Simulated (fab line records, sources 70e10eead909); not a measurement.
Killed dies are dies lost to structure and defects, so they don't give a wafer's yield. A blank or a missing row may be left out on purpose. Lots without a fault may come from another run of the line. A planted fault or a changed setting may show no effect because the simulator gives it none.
fab line records | flow nand_harc
record lots=7 wafers=21 last_day=24
route steps=1159 shown P_GATE@177 P_CONTACT@217 END@1159
lots that met no fault: from a run of the same line without faults
start_h: hours from the record's first day to the start of the lot's first wafer shown | wait_h: hours since the lot's step before | " the same as in the row above | L1.1+2: a row that stands for several wafers | - no value, or no start given | * or withheld: withheld | < > ~ a bound
route shown NAME@n: a module of which the file shows steps, and the number in the route of the first | usual: mean/standard deviation of fault-free wafers | same: alike in all rows | chamber/n: place in a boat | sites: the reading at each site | _std_site: their standard deviation | _edge_site: outer sites' mean less inner sites' | radius_mm: how far each site lies from the wafer's centre | mask NAME#n: copy n | behind: the tool/chamber that last shaped the wafer | hold: why the lot was held/for how many hours/how that ended | device: the transistor (n, p or np) that didn't switch | end of line: the same wafers' tests at the end of the route | a step without rows: its recipe alone | killed: dies lost to structure and defects at the first sort, not the wafer's yield | map: a wafer's dies, x killed, . not, _ none there
set.NAME: the setting as run; set.NAME@STEP: as run at that earlier step | model.NAME: the simulator's own value behind a step, which no gauge read
lots at some steps of the route; a table a step, a row a wafer
services: from which hour (start_h, from the record's first day; less than 0 if before it) a tool's chamber was out of use, for how many hours, and why
## steps
# step NHARC_P_GATE_DEHYDRATE_51
# recipe temp_c=150 time_s=120
# step NHARC_P_GATE_HMDS_52
# recipe time_s=30
# step NHARC_P_GATE_COAT_53
# recipe spin_rpm=3000
# step NHARC_P_GATE_SOFTBAKE_54
# recipe temp_c=122 time_s=95
# step NHARC_P_GATE_EBR_55
# step NHARC_P_GATE_EXPOSE_56
# recipe na=0.6 target_cd_nm=720 dose_mj=14.81 mask_id=P_PSD
# step NHARC_P_GATE_PEB_57
# recipe peb_temp_c=118 peb_time_s=85
# step NHARC_P_GATE_DEVELOP_58
# recipe time_s=70
# step NHARC_P_GATE_CD_MEAS_59
# recipe target_cd_nm=720 landing_energy_ev=500
# usual cd_nm=719.4/2.4
# same landing_energy_ev=500
# columns lot.wafer tool chamber start_h wait_h cd_nm
L353.2 cd_sem-01 0 131.24 - 718.6
L353.3 " 0 " " 725.0
L353.6 " 0 " " 720.3
L355.1 cd_sem-01 0 145.09 - 725.8
L355.3 " 0 " " 718.8
L355.4 " 0 " " 720.0
L361.1 cd_sem-01 0 185.44 - 725.1
L361.5 " 0 " " 722.7
L361.6 " 0 " " 720.4
L360.1 cd_sem-02 0 185.82 - 719.5
L360.2 " 0 " " 719.7
L360.5 " 0 " " 717.4
L362.1 cd_sem-03 0 191.74 - 719.4
L362.3 " 0 " " 724.5
L362.4 " 0 " " 719.3
L363.1 cd_sem-03 0 196.16 - 717.4
L363.2 " 0 " " 719.3
L363.6 " 0 " " 717.8
L370.2 cd_sem-01 0 231.66 - 720.5
L370.4 " 0 " " 719.1
L370.6 " 0 " " 721.4
# step NHARC_P_GATE_HARDBAKE_60
# recipe temp_c=125 time_s=80
# step NHARC_P_GATE_DESCUM_61
# recipe time_s=3 o2_flow_sccm=200 ar_flow_sccm=0 bias_power_w=0 chemistry=O2
# step NHARC_P_GATE_IMPLANT_62
# recipe energy_kev=20 dose_cm2=3e+15 tilt_deg=7
# step NHARC_P_GATE_STRIP_112
# recipe power_w=1500 temp_c=110 time_s=200 chemistry=N2/H2
# usual drypump_motor_current_A=5.7/0.41 heater_power_w=85/11
# same time_s=200
# columns lot.wafer tool chamber start_h wait_h drypump_motor_current_A heater_power_w rf_hours_counter_h
L353.2 plasma_asher-01 1 131.77 0.2 5.3 81 7
L353.3 " 0 " " 5.6 72 -
L353.6 " 1 " " 5.3 82 -
L355.1 plasma_asher-01 0 145.67 0.2 5.6 72 13
L355.3 " 1 " " 5.3 78 -
L355.4 " 0 " " 5.6 71 -
L361.1 plasma_asher-01 1 186.01 0.2 5.3 80 26
L361.6 " 0 " " 5.6 72 -
L361.5 " 1 " " 5.3 81 -
L360.1 plasma_asher-01 1 186.58 0.4 5.3 81 26
L360.2 " 0 " " 5.6 72 26
L360.5 " 0 " " 5.7 73 -
L362.1 plasma_asher-02 1 192.28 0.2 5.4 89 0
L362.4 " 1 " " 5.4 90 -
L362.3 " 0 " " 6.4 101 -
L363.1 plasma_asher-01 0 196.72 0.2 5.6 70 31
L363.2 " 1 " " 5.3 81 31
L363.6 " 0 " " 5.6 70 -
L370.2 plasma_asher-02 1 232.20 0.2 5.4 91 13
L370.4 " 1 " " 5.4 89 -
L370.6 " 1 " " 5.4 93 -
# step NHARC_P_GATE_STRIP_76
# recipe power_w=1500 temp_c=250 chemistry=O2
# step NHARC_P_GATE_STRIP_63
# recipe time_s=900 temp_c=130 chemistry=SPM
# step NHARC_P_GATE_DEHYDRATE_83
# recipe temp_c=150 time_s=120
# step NHARC_P_GATE_HMDS_84
# recipe time_s=30
# step NHARC_P_GATE_COAT_85
# recipe spin_rpm=3000
# step NHARC_P_GATE_SOFTBAKE_86
# recipe temp_c=122 time_s=95
# step NHARC_P_GATE_EBR_87
# step NHARC_P_GATE_EXPOSE_88
# recipe na=0.6 target_cd_nm=2000 dose_mj=11.87 mask_id=P_HVN
# step NHARC_P_GATE_PEB_89
# recipe peb_temp_c=118 peb_time_s=85
# step NHARC_P_GATE_DEVELOP_90
# recipe time_s=70
# step NHARC_P_GATE_CD_MEAS_91
# recipe target_cd_nm=2000 landing_energy_ev=500
# usual cd_nm=1999/3.1
# same landing_energy_ev=500
# columns lot.wafer tool chamber start_h wait_h cd_nm
L353.2 cd_sem-01 0 132.95 - 2000
L353.3 " 0 " " 2000
L353.6 " 0 " " 1996
L355.1 cd_sem-02 0 146.82 - 2002
L355.3 " 0 " " 1997
L355.4 " 0 " " 2001
L361.1 cd_sem-01 0 187.15 - 2003
L361.5 " 0 " " 2002
L361.6 " 0 " " 2004
L360.1 cd_sem-01 0 187.64 - 1999
L360.2 " 0 " " 1999
L360.5 " 0 " " 1994
L362.1 cd_sem-03 0 193.33 - 1999
L362.3 " 0 " " 2004
L362.4 " 0 " " 1999
L363.1 cd_sem-01 0 197.91 - 1996
L363.2 " 0 " " 1994
L363.6 " 0 " " 1998
L370.2 cd_sem-01 0 233.27 - 1997
L370.4 " 0 " " 1998
L370.6 " 0 " " 1997
# step NHARC_P_GATE_HARDBAKE_92
# recipe temp_c=125 time_s=80
# step NHARC_P_GATE_DESCUM_93
# recipe time_s=3 o2_flow_sccm=200 ar_flow_sccm=0 bias_power_w=0 chemistry=O2
# usual drypump_motor_current_A=5.6/0.39 oes_product_au=1.001/0.013 rf_vpp_V=57.6/0.9 showerhead_plenum_p_Torr=1.87/0.071 throttle_valve_pct=11.309/0.0087
# same bias_power_w=0 time_s=3
# columns lot.wafer tool chamber start_h wait_h drypump_motor_current_A oes_product_au rf_hours_counter_h rf_vpp_V showerhead_plenum_p_Torr throttle_valve_pct
L353.3 rie_diel-05 0 133.11 - 5.6 1.017 26 56.1 1.80 11.321
L353.2 " 1 " " 5.4 1.003 26 58.2 1.86 11.314
L353.6 " 2 " " 5.6 0.997 - 56.2 1.85 11.313
L355.4 rie_diel-11 1 146.99 - 5.1 0.991 45 55.9 1.82 11.317
L355.1 " 2 " " 5.1 0.998 45 57.5 1.85 11.302
L355.3 " 3 " " 5.5 1.003 47 59.0 1.84 11.324
L361.1 rie_diel-05 0 187.35 - 5.6 0.995 2 57.8 1.80 11.316
L361.6 " 1 " " 5.4 0.977 - 56.2 1.86 11.316
L361.5 " 2 " " 5.6 1.019 - 56.7 1.85 11.307
L360.1 rie_diel-11 2 187.81 - 5.1 0.999 60 57.5 1.84 11.304
L360.2 " 3 " " 5.4 0.992 62 57.8 1.83 11.308
L360.5 " 2 " " 5.1 0.989 - 56.3 1.84 11.309
L362.3 rie_diel-05 1 193.77 - 5.4 0.980 4 58.7 1.86 11.304
L362.1 " 2 " " 5.6 1.011 4 56.4 1.85 11.310
L362.4 " 1 " " 5.4 0.974 - 59.9 1.86 11.308
L363.1 rie_diel-05 1 198.33 - 5.4 0.989 4 57.1 1.86 11.315
L363.2 " 2 " " 5.6 1.010 4 58.3 1.85 11.302
L363.6 " 0 " " 5.6 1.015 - 58.5 1.80 11.301
L370.2 rie_diel-11 3 233.45 - 5.4 1.015 14 57.6 1.83 11.304
L370.4 " 3 " " 5.5 1.019 - 57.5 1.83 11.291
L370.6 " 0 " " 6.0 0.989 - 57.9 1.96 11.298
# step NHARC_P_GATE_IMPLANT_94
# recipe energy_kev=60 dose_cm2=2e+15 tilt_deg=7
# step NHARC_P_GATE_STRIP_113
# recipe power_w=1500 temp_c=110 time_s=740 chemistry=N2/H2
# step NHARC_P_GATE_STRIP_95
# recipe power_w=1500 temp_c=250 chemistry=O2
# usual drypump_motor_current_A=5.7/0.39 heater_power_w=314/39
# columns lot.wafer tool chamber start_h wait_h drypump_motor_current_A heater_power_w rf_hours_counter_h
L353.2 plasma_asher-02 0 134.22 0.5 6.4 377 44
L353.3 " 0 " " 6.4 371 -
L353.6 " 1 " " 5.4 341 -
L355.1 plasma_asher-02 0 148.09 0.5 6.4 371 48
L355.4 " 1 " " 5.4 340 -
L355.3 " 0 " " 6.4 375 -
L361.1 plasma_asher-01 0 188.39 0.6 5.6 267 27
L361.6 " 0 " " 5.6 261 -
L361.5 " 1 " " 5.3 293 -
L360.1 plasma_asher-01 0 189.17 0.6 5.6 266 28
L360.2 " 1 " " 5.3 300 28
L360.5 " 1 " " 5.3 307 -
L362.1 plasma_asher-02 0 194.87 0.6 6.4 383 1
L362.4 " 0 " " 6.4 378 -
L362.3 " 1 " " 5.4 328 -
L363.2 plasma_asher-01 1 199.40 0.6 5.3 297 32
L363.1 " 0 " " 5.6 270 32
L363.6 " 0 " " 5.6 270 -
L370.2 plasma_asher-01 0 234.59 0.5 5.6 265 45
L370.4 " 1 " " 5.3 294 -
L370.6 " 0 " " 5.6 270 -
# step NHARC_P_GATE_STRIP_96
# recipe time_s=900 temp_c=130 chemistry=SPM
# step NHARC_P_GATE_RTA_64
# recipe temp_c=1050 time_s=1
# usual lamp_power_pct=36.6/1.5 lamp_zone_7_pct=37.1/1.6 wafer_temp_C_max=1055.2/1.5
# same time_s=1
# columns lot.wafer tool chamber start_h wait_h lamp_power_pct lamp_zone_7_pct wafer_temp_C_max
L353.2 rtp_anneal-02 0 134.99 - 34.8 35.2 1054.2
L353.3 " 0 " " 34.8 35.2 1054.2
L353.6 " 0 " " 34.7 35.2 1053.6
L355.1 rtp_anneal-02 0 148.64 - 34.8 35.2 1053.3
L355.3 " 0 " " 34.8 35.2 1054.9
L355.4 " 0 " " 34.8 35.2 1053.3
L361.1 rtp_anneal-01 0 188.96 - 38.0 38.4 1055.4
L361.5 " 0 " " 37.9 38.4 1055.1
L361.6 " 0 " " 38.0 38.4 1056.1
L360.1 rtp_anneal-02 0 189.73 - 34.8 35.3 1053.3
L360.2 " 0 " " 34.8 35.3 1052.7
L360.5 " 0 " " 34.8 35.3 1053.5
L362.1 rtp_anneal-02 0 195.43 - 34.8 35.2 1054.1
L362.3 " 0 " " 34.8 35.2 1053.0
L362.4 " 0 " " 34.8 35.2 1054.4
L363.1 rtp_anneal-02 0 199.97 - 34.8 35.2 1053.1
L363.2 " 0 " " 34.8 35.2 1052.8
L363.6 " 0 " " 34.8 35.2 1053.5
L370.2 rtp_anneal-01 0 235.48 - 37.9 38.3 1055.3
L370.4 " 0 " " 38.1 38.4 1057.5
L370.6 " 0 " " 37.9 38.4 1056.5
# step NHARC_P_GATE_ETCH_77
# recipe target_depth_a=60 chemistry=dHF material=SiO2
# step NHARC_P_GATE_DEGAS_109
# recipe temp_c=300 time_s=60
# step NHARC_P_GATE_PRE_CLEAN_110
# recipe time_s=30 bias_v=200 gas=Ar
# step NHARC_P_GATE_SPUTTER_78
# recipe target_thk_a=100 material=Ni
# step NHARC_P_GATE_SPUTTER_79
# recipe target_thk_a=100 material=TiN
# step NHARC_P_GATE_RTA_80
# recipe temp_c=300 time_s=30
# usual lamp_power_pct=2.19/0.091 lamp_zone_7_pct=2.30/0.096 wafer_temp_C_max=301.5/0.42
# same time_s=30
# columns lot.wafer tool chamber start_h wait_h lamp_power_pct lamp_zone_7_pct wafer_temp_C_max
L353.2 rtp_anneal-02 0 135.77 - 2.07 2.17 301.6
L353.3 " 0 " " 2.07 2.17 301.0
L353.6 " 0 " " 2.07 2.17 301.1
L355.1 rtp_anneal-01 0 149.38 - 2.26 2.37 302.0
L355.3 " 0 " " 2.26 2.37 301.2
L355.4 " 0 " " 2.26 2.37 301.7
L361.1 rtp_anneal-01 0 189.56 - 2.26 2.37 301.7
L361.5 " 0 " " 2.26 2.37 301.7
L361.6 " 0 " " 2.26 2.37 301.3
L360.1 rtp_anneal-02 0 190.33 - 2.07 2.17 300.8
L360.2 " 0 " " 2.07 2.17 301.1
L360.5 " 0 " " 2.07 2.17 300.9
L362.1 rtp_anneal-01 0 196.03 - 2.26 2.37 301.5
L362.3 " 0 " " 2.26 2.37 302.3
L362.4 " 0 " " 2.26 2.37 301.5
L363.1 rtp_anneal-01 0 200.57 - 2.26 2.37 301.9
L363.2 " 0 " " 2.26 2.37 302.2
L363.6 " 0 " " 2.26 2.37 301.9
L370.2 rtp_anneal-01 0 236.61 - 2.26 2.37 301.6
L370.4 " 0 " " 2.26 2.37 302.2
L370.6 " 0 " " 2.26 2.37 302.0
# step NHARC_P_GATE_STRIP_67
# recipe time_s=600 temp_c=130 chemistry=SPM
# step NHARC_P_GATE_RTA_82
# recipe temp_c=450 time_s=30
# usual lamp_power_pct=4.26/0.18 lamp_zone_7_pct=4.48/0.19 wafer_temp_C_max=452.0/0.62
# same time_s=30
# columns lot.wafer tool chamber start_h wait_h lamp_power_pct lamp_zone_7_pct wafer_temp_C_max
L353.2 rtp_anneal-01 0 136.38 - 4.45 4.68 452.3
L353.3 " 0 " " 4.44 4.68 452.8
L353.6 " 0 " " 4.44 4.68 452.5
L355.1 rtp_anneal-02 0 149.89 - 4.08 4.29 451.2
L355.3 " 0 " " 4.07 4.29 451.5
L355.4 " 0 " " 4.08 4.29 451.6
L361.1 rtp_anneal-02 0 190.02 - 4.08 4.29 451.6
L361.5 " 0 " " 4.07 4.29 451.7
L361.6 " 0 " " 4.08 4.29 451.6
L360.1 rtp_anneal-01 0 190.79 - 4.44 4.67 452.2
L360.2 " 0 " " 4.45 4.68 452.3
L360.5 " 0 " " 4.45 4.67 453.0
L362.1 rtp_anneal-02 0 196.50 - 4.07 4.29 451.5
L362.3 " 0 " " 4.07 4.29 451.5
L362.4 " 0 " " 4.08 4.30 452.0
L363.1 rtp_anneal-02 0 201.03 - 4.07 4.29 451.2
L363.2 " 0 " " 4.07 4.29 451.1
L363.6 " 0 " " 4.08 4.29 451.2
L370.2 rtp_anneal-02 0 237.10 - 4.08 4.29 451.6
L370.4 " 0 " " 4.07 4.29 452.0
L370.6 " 0 " " 4.08 4.29 451.5
# step NHARC_P_GATE_INSPECT_68
# usual raw_defect_count=212/77
# columns lot.wafer tool chamber start_h wait_h raw_defect_count
L353.2 defect_inspect-01 - 136.55 0.1 193
L353.3 " - " " 79
L353.6 " - " " 97
L355.1 defect_inspect-02 - 150.08 0.2 201
L355.3 " - " " 205
L355.4 " - " " 306
L361.1 defect_inspect-02 - 190.22 0.2 1076
L361.5 " - " " 1244
L361.6 " - " " 288
L360.1 defect_inspect-01 - 190.99 0.2 1033
L360.2 " - " " 494
L360.5 " - " " 388
L362.1 defect_inspect-01 - 196.70 0.2 171
L362.3 " - " " 202
L362.4 " - " " 301
L363.1 defect_inspect-01 - 201.23 0.2 176
L363.2 " - " " 971
L363.6 " - " " 184
L370.2 defect_inspect-02 - 237.41 0.3 358
L370.4 " - " " 287
L370.6 " - " " 234
# step NHARC_P_CONTACT_DEP_30
# recipe target_thk_a=300 temp_c=400 target_thk_nm=30 flow_sccm=200 rf_w=450 material=SiNx
# step NHARC_END_SORT_01
# recipe temp_c=25
# usual killed_at_array=28/11 killed_at_other=0.7/0.88 killed_at_periphery=3.1/2.2 killed_dies=31/12 killed_open=3.3/2 killed_short=2.0/1.6
# same gross_dies=677
# columns lot.wafer tool chamber start_h wait_h killed_at_array killed_at_other killed_at_periphery killed_dies killed_open killed_short
L353.2 prober-01 0 467.70 2.8 17 0 5 22 1 1
L353.3 prober-01 0 468.49 3.1 17 1 2 20 3 3
L353.6 prober-01 0 470.85 3.9 14 3 3 20 1 0
L361.1 prober-01 0 517.59 2.5 23 0 95 118 3 0
L361.5 prober-01 0 520.74 3.6 30 0 102 132 4 3
L361.6 prober-01 0 521.53 3.9 23 0 1 24 2 0
L360.1 prober-02 0 524.48 2.5 41 0 101 142 5 1
L360.2 prober-02 0 525.28 2.8 37 1 5 43 2 3
L360.5 prober-02 0 527.68 3.7 35 0 2 37 1 1
L363.1 prober-02 0 544.09 2.5 18 1 2 21 3 2
L363.2 prober-02 0 544.88 2.8 22 0 91 113 6 1
L363.6 prober-02 0 548.05 4.0 20 0 2 22 4 4
L362.1 prober-01 0 544.12 2.5 16 1 1 18 0 1
L362.3 prober-01 0 545.73 3.1 27 1 4 32 3 5
L362.4 prober-01 0 546.53 3.4 15 2 3 20 3 3
# killed by level:class
L353.2 A_SLIT:chamber_film_flake=11 P_GATE:chamber_film_flake=4 A_CHANNEL_HOLE_D1:chamber_film_flake=3 A_WL_FILL:geometric_particle:short=1 A_WL_FILL:geometric_particle:open=1 P_STI:chamber_film_flake=1 A_STAIRCASE:chamber_film_flake=1
L353.3 A_SLIT:chamber_film_flake=10 A_SGD_CUT:geometric_particle:short=2 A_CHANNEL_HOLE_D1:geometric_particle:open=1 A_CHANNEL_FILL_D1:geometric_particle:open=1 A_WL_FILL:geometric_particle:short=1 A_BLC:geometric_particle:open=1 P_STI:chamber_film_flake=1 P_GATE:chamber_film_flake=1
L353.6 A_SLIT:chamber_film_flake=6 A_STAIRCASE:chamber_film_flake=3 THIN_TSV:chamber_film_flake=3 A_BLC:chamber_film_flake=2 P_CONTACT:geometric_particle:open=1 P_STI:chamber_film_flake=1 P_GATE:chamber_film_flake=1 A_CHANNEL_HOLE_D1:chamber_film_flake=1
L361.1 P_GATE:unspecified=93 A_SLIT:chamber_film_flake=14 A_STAIRCASE:chamber_film_flake=3 A_CHANNEL_HOLE_D1:chamber_film_flake=2 P_GATE:geometric_particle:open=1 A_CHANNEL_HOLE_D1:geometric_particle:open=1 A_WL_FILL:geometric_particle:open=1 P_GATE:chamber_film_flake=1
L361.5 P_GATE:unspecified=99 A_CHANNEL_HOLE_D1:chamber_film_flake=10 A_SLIT:chamber_film_flake=7 A_ONON_D1:geometric_particle:open=3 A_WL_FILL:geometric_particle:short=2 P_STI:chamber_film_flake=2 A_STAIRCASE:chamber_film_flake=2 A_CONTACT:chamber_film_flake=2
L361.6 A_SLIT:chamber_film_flake=8 A_STAIRCASE:chamber_film_flake=6 A_CHANNEL_HOLE_D1:chamber_film_flake=5 A_CHANNEL_FILL_D1:chamber_film_flake=2 P_STI:geometric_particle:open=1 A_CONTACT:geometric_particle:open=1 A_CONTACT:chamber_film_flake=1
L360.1 P_GATE:unspecified=99 A_CHANNEL_HOLE_D1:chamber_film_flake=15 A_SLIT:chamber_film_flake=11 A_STAIRCASE:chamber_film_flake=3 A_WL_FILL:geometric_particle:open=2 A_CONTACT:geometric_particle:open=2 A_WL_FILL:chamber_film_flake=2 A_CONTACT:chamber_film_flake=2
L360.2 A_CHANNEL_HOLE_D1:chamber_film_flake=12 A_STAIRCASE:chamber_film_flake=9 A_SLIT:chamber_film_flake=7 A_ONON_D1:geometric_particle:short=2 P_ZERO_WELL:chamber_film_flake=2 P_GATE:chamber_film_flake=2 A_SGD_CUT:chamber_film_flake=2 P_M1:geometric_particle:open=1
L360.5 A_CHANNEL_HOLE_D1:chamber_film_flake=16 A_SLIT:chamber_film_flake=8 A_STAIRCASE:chamber_film_flake=5 A_CONTACT:chamber_film_flake=2 A_CHANNEL_FILL_D1:geometric_particle:short=1 A_BLC:geometric_particle:open=1 P_ZERO_WELL:chamber_film_flake=1 P_GATE:chamber_film_flake=1
L363.1 A_CONTACT:chamber_film_flake=5 A_CHANNEL_HOLE_D1:chamber_film_flake=4 A_CONTACT:geometric_particle:open=2 A_STAIRCASE:chamber_film_flake=2 A_WL_FILL:geometric_particle:short=1 A_CONTACT:geometric_particle:short=1 A_BLC:geometric_particle:open=1 P_GATE:chamber_film_flake=1
L362.1 A_CHANNEL_HOLE_D1:chamber_film_flake=11 A_STAIRCASE:chamber_film_flake=2 A_BLC:geometric_particle:short=1 P_GATE:chamber_film_flake=1 A_SGD_CUT:chamber_film_flake=1 A_CONTACT:chamber_film_flake=1 THIN_TSV:chamber_film_flake=1
L363.2 P_GATE:unspecified=90 A_CONTACT:chamber_film_flake=6 A_CHANNEL_HOLE_D1:chamber_film_flake=5 A_STAIRCASE:chamber_film_flake=4 A_CONTACT:geometric_particle:open=3 P_M0:geometric_particle:open=1 A_WL_FILL:geometric_particle:open=1 A_CONTACT:geometric_particle:short=1
L362.3 A_CHANNEL_HOLE_D1:chamber_film_flake=15 A_CONTACT:chamber_film_flake=7 A_WL_FILL:geometric_particle:short=2 P_STI:geometric_particle:open=1 P_CONTACT:geometric_particle:short=1 P_M0:geometric_particle:short=1 A_CHANNEL_FILL_D1:geometric_particle:short=1 A_M0:geometric_particle:open=1
L362.4 A_CHANNEL_HOLE_D1:chamber_film_flake=8 A_WL_FILL:geometric_particle:short=2 P_GATE:chamber_film_flake=2 THIN_TSV:chamber_film_flake=2 P_CONTACT:geometric_particle:open=1 A_CONTACT:chamber_film_flake=1 A_SGD_CUT:geometric_particle:short=1 A_WL_FILL:geometric_particle:open=1
L363.6 A_CHANNEL_HOLE_D1:chamber_film_flake=7 A_CHANNEL_FILL_D1:geometric_particle:short=3 A_CONTACT:chamber_film_flake=3 P_CONTACT:geometric_particle:open=1 A_ONON_D1:geometric_particle:open=1 A_WL_FILL:geometric_particle:open=1 A_CONTACT:geometric_particle:open=1 A_CONTACT:geometric_particle:short=1
# map L360.1 (x killed, . not)
____________.____________
_________......._________
_______..........._______
______.............______
_____...x..........._____
____........x........____
____...............x.____
___......x....x.......___
___.x..x.x............___
__..x.xxxxxxx..........__
__...xxxxxx.x.x........__
_..xxxxxxxxxx..........._
_...xxxxxxxx.x.x........_
_...xxxxxxxxx..........._
_....xxxxxxxx......x...._
_...xxxxxxxx............_
.....xxxxxxx...........x.
....xxxxxxxxx...x........
...x.xxxxxxx.........x...
......xxxxxx.............
.....x.x.xxx.......x...x.
_.......x....x......x..x_
_...x........x.....x..xx_
_..................x.x.._
_x............x.x......._
_.....................x._
__.....................__
__....x................__
___x..x........x......___
___x.x................___
____.xx..x...........____
____xxxx.............____
_____xx............._____
______x............______
_______.x........._______
_________......._________
____________.____________
# map L361.5 (x killed, . not)
____________.____________
_________......._________
_______..........._______
______.x.......x...______
_____..............._____
____.................____
____.................____
___....x..............___
___...xx.x............___
__.....x.xx.x..........__
__...xxxxxxx...........__
_.x.xxxxxxxxx..........x_
_...xxxxxxxx.x.........._
_....xxxxxxxx..........._
_...xxxxxxxxx...x......._
_...x.xxxxxxx..........._
...xxxxxxxxxx............
...xxxxxxxxxx............
.....xxxxxxxx.x..........
.x....xxxxxx.....x.......
....x.xxxx.........x.....
_.....x.x...........x..._
_...............x....x.._
_.................x.x..x_
_...................x..._
_...................x..._
__.......x..........xxx__
__.........x........xx.__
___...............x.x.___
___......x...x.......x___
____.......x.........____
____....x.........x..____
_____..........x...._____
______.............______
_______..........._______
_________......._________
____________.____________
## services
# columns tool chamber start_h hours kind
plasma_asher-01 0 108.00 - clean
plasma_asher-01 1 108.00 - clean
rie_diel-05 0 118.85 - clean
rie_diel-05 1 118.85 - clean
rie_diel-05 2 118.85 - clean
rie_diel-05 3 118.85 - clean
rie_diel-05 3 119.35 19.2 repair
rie_diel-05 0 143.35 - clean
rie_diel-05 1 143.35 - clean
rie_diel-05 2 143.35 - clean
rie_diel-05 3 143.35 - clean
plasma_asher-02 - 155.82 0.7 repair
rie_diel-05 - 164.53 9.0 pm
rie_diel-05 0 164.53 9.0 vent_cycle
rie_diel-11 0 180.93 2.1 repair
plasma_asher-02 - 183.00 9.0 pm
plasma_asher-02 0 183.00 9.0 vent_cycle
plasma_asher-02 1 183.00 9.0 vent_cycle
rie_diel-11 - 191.37 9.0 pm
plasma_asher-02 0 192.00 - clean
plasma_asher-02 1 192.00 - clean
rie_diel-05 3 193.54 2.9 repair
plasma_asher-01 - 193.75 1.8 repair
rie_diel-11 2 228.09 10.0 repair
## key
first_sign step=NHARC_P_GATE_INSPECT_68 reading=raw_defect_count direction=up sigmas=11 usual=212 struck=1081
effect step=NHARC_END_SORT_01 reading=killed_at_periphery direction=up sigmas=44 usual=3.1 struck=97.2
more_kills_born_at NHARC_P_GATE_STRIP_112@plasma_asher-01=381
met_at NHARC_P_GATE_STRIP_112
struck_wafers L360.1,L361.1,L361.5,L363.2
tester_left_out L360,L361,L363
onset_between 145.67 186.01
fault kind=chamber_particle_source tool=plasma_asher-01 chamber=1 onset_h=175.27 steps=NHARC_P_GATE_STRIP_112 rate_per_visit_cm2=1.2559 end_h=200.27
# tester_left_out: of these lots the tester's yield and bins aren't shown, on N5 and GAA mostly nor the transistor test; their killed dies are dies lost to structure and defects alone, not to doping, threshold or leakage, so they don't give the yield
